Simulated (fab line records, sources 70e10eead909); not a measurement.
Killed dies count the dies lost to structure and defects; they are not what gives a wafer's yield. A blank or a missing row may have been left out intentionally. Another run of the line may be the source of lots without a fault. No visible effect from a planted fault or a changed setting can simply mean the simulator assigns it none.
The same fault as seen by 3 desks    flow nand-harc    each desk holds nothing but its own numbers, with what lay behind them at the end

== THE DEFECT DESK ==
For each lot, the counts of the inspections along the route, averaged over the sampled wafers that have a number. The brackets show how far a lot's mean lies from the usual mean; more than 4 standard deviations puts the lot out of limits, marked OUT.
Columns: A = raw-defect-count at NHARC_P_GATE_INSPECT_68, usual 201
lot   first seen here  A
L499  day 5 15:41      199
L501  day 6 12:04      137
L503  day 7 08:55      133
L514  day 11 22:27     494
L515  day 12 10:10     496
L522  day 15 08:36     374
This desk's finding: nothing out of limits on any of the 6 lots.

== AT THE TOOL OWNER'S DESK: plasma-asher-01 ==
The tool's own readings at NHARC_P_GATE_STRIP_75 (strips in O2): means of the sampled wafers that have a number, for each lot that ran on this tool. The brackets show how far a lot's mean lies from the usual mean; more than 4 standard deviations puts the lot out of limits, marked OUT.
Columns: A = drypump-motor-current-A at NHARC_P_GATE_STRIP_75, usual 5.9 A; B = heater-power-w at NHARC_P_GATE_STRIP_75, usual 342 W
lot   first seen here  A    B
L499  day 5 09:52      6.2  356
L501  day 6 06:04      6.2  357
L514  day 11 16:51     5.9  346
L515  day 12 04:14     5.7  343
This desk's finding: nothing out of limits on any of the 4 lots.

== AT THE METROLOGY DESK ==
What the gauges read, lot by lot, whatever tool the lot ran on: means of the sampled wafers that have a number. The brackets show how far a lot's mean lies from the usual mean; more than 4 standard deviations puts the lot out of limits, marked OUT.
Columns: A = cd-nm at NHARC_P_GATE_CD_MEAS_46, usual 719.8 nm; B = cd-nm at NHARC_P_GATE_CD_MEAS_59, usual 721.1 nm; C = cd-nm at NHARC_P_GATE_CD_MEAS_91, usual 1999.6 nm
lot   first seen here  A      B      C
L499  day 5 08:44      718.4  721.5  1997.9
L501  day 6 05:13      719.4  718.9  1997.7
L503  day 7 02:21      722.8  721.0  2001.6
L514  day 11 16:00     720.3  720.3  2002.0
L515  day 12 03:22     719.9  720.5  2000.2
L522  day 15 02:08     720.7  717.9  1999.7
This desk's finding: nothing out of limits on any of the 6 lots.

== BROUGHT TOGETHER ==
Nothing the defect desk looked at was out of limits.
Nothing out of limits was seen by the tool owner's desk.
Nothing out of limits was seen by the metrology desk.

== WHAT WAS PUT IN BY THE SIMULATOR ==
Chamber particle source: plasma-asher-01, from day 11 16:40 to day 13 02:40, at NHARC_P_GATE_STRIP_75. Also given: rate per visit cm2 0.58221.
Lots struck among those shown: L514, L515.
